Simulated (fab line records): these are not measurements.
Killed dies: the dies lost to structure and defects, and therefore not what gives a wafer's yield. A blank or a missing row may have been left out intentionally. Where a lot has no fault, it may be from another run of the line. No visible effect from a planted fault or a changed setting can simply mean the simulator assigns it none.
Chamber matching ; flow n5Finfet ; 4 sister chambers for N5_BEOL_M1_ALD_98 on aldSin-01
The step deposits SiO2, target thk 2.5 nm, pulse time 1 s, co reactant pulse time 1 s. 20 wafers are shown with their chamber, then 10 later ones without.

== WAFERS WITH THEIR CHAMBER ==
wafer;chamber;heaterPowerW (W);chamberPressureTorr (Torr);precursorPulseHeightRel
L075.3;2;80;2.000;1.011
L075.4;1;69;1.999;0.987
L075.6;3;74;1.992;1.001
L076.1;3;72;1.996;0.991
L076.2;1;68;2.000;0.982
L076.4;0;89;2.002;0.976
L077.1;0;88;2.000;1.014
L077.2;2;78;2.006;1.009
L077.5;1;72;2.000;1.008
L078.2;1;71;2.000;1.009
L078.3;2;81;1.999;0.998
L078.5;2;81;1.999;1.025
L079.1;3;72;1.999;0.985
L079.2;0;90;2.003;0.986
L079.6;0;92;2.001;0.995
L081.2;1;69;2.001;0.979
L081.3;0;92;1.997;0.976
L081.6;2;80;1.998;0.984
L087.1;2;80;2.008;1.010
L087.4;2;79;2.006;0.995

SIGNATURES, as means of the wafers listed above
reading;chamber 0;chamber 1;chamber 2;chamber 3;scatter within a chamber
heaterPowerW;90.20;69.80;79.86;72.67;1.44
chamberPressureTorr;2.00060;2.00000;2.00229;1.99567;0.0031
precursorPulseHeightRel;0.98940;0.99300;1.00457;0.99233;0.0138
Rule: distance of a wafer from a chamber = root of the sum over the readings of ((wafer's reading minus chamber's mean) / reading's scatter) squared. The wafer belongs to the nearest chamber; if the next one is less than 2 further off, it can't be placed. The scatter: the root of (the sum of the squares of (reading less its chamber's mean) over the shown wafers, divided by (wafers less chambers)).

== WAFERS WITH NO CHAMBER GIVEN ==
wafer;heaterPowerW (W);chamberPressureTorr (Torr);precursorPulseHeightRel
L087.5;91;1.997;1.016
L092.2;80;1.999;0.997
L092.4;89;2.000;1.027
L092.5;72;1.999;0.957
L094.2;71;1.996;1.005
L094.4;92;1.997;1.034
L094.6;80;1.995;0.990
L095.1;81;2.006;1.005
L095.3;91;2.005;1.011
L095.5;92;2.002;0.996

== THE CHAMBER EACH PASSED THROUGH ==
wafer;from the rows above;in truth
L087.5;0;0
L092.2;2;2
L092.4;0;0
L092.5;can't be placed: 3 or 1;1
L094.2;can't be placed: 3 or 1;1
L094.4;0;0
L094.6;2;2
L095.1;2;2
L095.3;0;0
L095.5;0;0
Correct placement for 8 of the 10. Not placeable from these rows: 2 (in 2, the candidates include the true chamber). 0 placed wrongly.
